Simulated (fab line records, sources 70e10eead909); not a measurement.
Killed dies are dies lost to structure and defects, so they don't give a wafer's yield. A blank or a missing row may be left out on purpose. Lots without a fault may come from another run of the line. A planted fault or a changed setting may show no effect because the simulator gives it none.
Chamber matching | flow nand_harc | NHARC_P_CONTACT_ALD_22 on ald_metal-02: 4 sister chambers
The step deposits TiN, target thk 3 nm, pulse time 1 s, ald cycles 150. 8 wafers are shown with their chamber, then 8 later ones without.

WAFERS WITH THEIR CHAMBER
wafer  | chamber | heater_power_w (W) | precursor_pulse_height_rel
L080.1 | 2       | 970                | 0.989
L080.2 | 0       | 1019               | 0.993
L083.2 | 0       | 987                | 0.996
L083.5 | 1       | 1364               | 0.991
L091.2 | 1       | 1276               | 1.008
L091.4 | 2       | 967                | 1.016
L091.6 | 3       | 859                | 0.969
L092.2 | 3       | 856                | 0.984

WAFERS WITHOUT THEIR CHAMBER
wafer  | heater_power_w (W) | precursor_pulse_height_rel
L092.3 | 1022               | 0.999
L092.6 | 1036               | 1.005
L097.1 | 1047               | 0.964
L097.2 | 944                | 1.028
L097.6 | 1272               | 0.966
L097.3 | 1268               | 0.995
L097.4 | 889                | 0.981
L097.5 | 1049               | 1.040

WHICH CHAMBER EACH WENT THROUGH
wafer  | from the rows above     | in truth
L092.3 | can't be placed: 0 or 2 | 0
L092.6 | can't be placed: 0 or 2 | 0
L097.1 | can't be placed: 0 or 2 | 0
L097.2 | can't be placed: 2 or 0 | 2
L097.6 | 1                       | 1
L097.3 | 1                       | 1
L097.4 | can't be placed: 3 or 2 | 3
L097.5 | can't be placed: 2 or 0 | 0
Placed correctly: 2 of 8. Can't be placed from these rows: 6 (the true chamber is among the candidates in 6). Placed wrongly: 0.
How it was worked out, from the rows above alone: a wafer's distance from a chamber is the root of the sum, over the readings, of the square of ((its reading less the chamber's mean) divided by the reading's scatter). The wafer belongs to the nearest chamber; if the next one is less than 2 further off, it can't be placed. A chamber's mean is the mean of its shown wafers. The scatter: the root of (the sum of the squares of (reading less its chamber's mean) over the shown wafers, divided by (wafers less chambers)).
